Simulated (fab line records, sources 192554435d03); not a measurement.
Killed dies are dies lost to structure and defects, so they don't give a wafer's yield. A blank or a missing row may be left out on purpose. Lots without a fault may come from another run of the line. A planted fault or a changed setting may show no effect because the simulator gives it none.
Split-lot experiment | flow n5_finfet | 7 lots, 21 wafers read, on a route of 1938 steps

THE SPLIT
At N5_ZERO_LAYER_PECVD_02 (deposits SiO2 from SiH4/N2O, target thk 10 nm, time 6 s), the setting time_s was moved away from the recipe's 6 s on 10 of the 21 wafers read, by -10.6% to +8.1%. The other wafers ran this setting at the recipe's value.

The reading is taken at the split's own step.

THE READING
SiO2_of_ZERO_LAYER_PECVD_02.thk_nm (the simulator's own value, which no gauge read), in nm, at N5_ZERO_LAYER_PECVD_02 (deposits SiO2 from SiH4/N2O, target thk 10 nm, time 6 s). The file gives no usual value for it. The 11 wafers here that ran the recipe average 10.155 nm, standard deviation 0.23 nm.

wafer  | tool, chamber at the split | time_s as run, s | against the recipe | SiO2_of_ZERO_LAYER_PECVD_02.thk_nm, nm | against lot-mates on the recipe
L075.1 | pecvd-01, 0                | 6                | recipe             | 9.87                                   | -
L075.2 | pecvd-01, 1                | 6                | recipe             | 9.65                                   | -
L075.5 | pecvd-01, 2                | 6                | recipe             | 10.22                                  | -
L080.1 | pecvd-01, 2                | 5.477            | -8.7%              | 9.288                                  | -0.882
L080.5 | pecvd-01, 1                | 6                | recipe             | 10.06                                  | -
L080.6 | pecvd-01, 2                | 6                | recipe             | 10.28                                  | -
L082.1 | pecvd-01, 2                | 6.38             | +6.3%              | 10.76                                  | +0.600
L082.3 | pecvd-01, 0                | 6.38             | +6.3%              | 10.42                                  | +0.260
L082.4 | pecvd-01, 2                | 6                | recipe             | 10.16                                  | -
L084.1 | pecvd-04, 2                | 6.488            | +8.1%              | 10.94                                  | no lot-mate on the recipe
L084.2 | pecvd-04, 0                | 6.488            | +8.1%              | 10.81                                  | no lot-mate on the recipe
L084.4 | pecvd-04, 0                | 6.488            | +8.1%              | 11.01                                  | no lot-mate on the recipe
L085.1 | pecvd-04, 0                | 6                | recipe             | 10.18                                  | -
L085.5 | pecvd-04, 2                | 5.367            | -10.6%             | 9.109                                  | -1.071
L085.6 | pecvd-04, 0                | 5.367            | -10.6%             | 9.358                                  | -0.822
L089.3 | pecvd-04, 1                | 5.715            | -4.7%              | 9.561                                  | -1.009
L089.4 | pecvd-04, 0                | 6                | recipe             | 10.57                                  | -
L089.6 | pecvd-04, 2                | 5.715            | -4.7%              | 9.736                                  | -0.834
L094.1 | pecvd-04, 0                | 6                | recipe             | 10.2                                   | -
L094.4 | pecvd-04, 0                | 6                | recipe             | 10.3                                   | -
L094.6 | pecvd-04, 2                | 6                | recipe             | 10.21                                  | -

THE FIT
A straight line over all 21 wafers: SiO2_of_ZERO_LAYER_PECVD_02.thk_nm changes by +0.0899 nm for each +1% of time_s; r = +0.93; the points scatter about the line by 0.2 nm.
The same after taking each lot's own level away (the mean of its wafers on the recipe; 18 wafers): +0.0944 nm for each +1%; r = +0.91; scatter 0.21 nm.
On that fit, the largest move of time_s shifts the reading by 1 nm.
The lots' own levels span 9.9133 to 10.5700 nm, that is 2.9 times the standard deviation above.
So the lot-to-lot level changes the slope little: the two slopes agree.
Check: with one of the wafers moved furthest among these (-10.6%) left out of the fit, the line predicts -1.06 nm for it against its lot-mates. It came out at -1.07 nm against them.

THE FILE'S OWN FIT
SiO2_of_ZERO_LAYER_PECVD_02.thk_nm changes by +0.0989 nm for each +1% of time_s, r = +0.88.
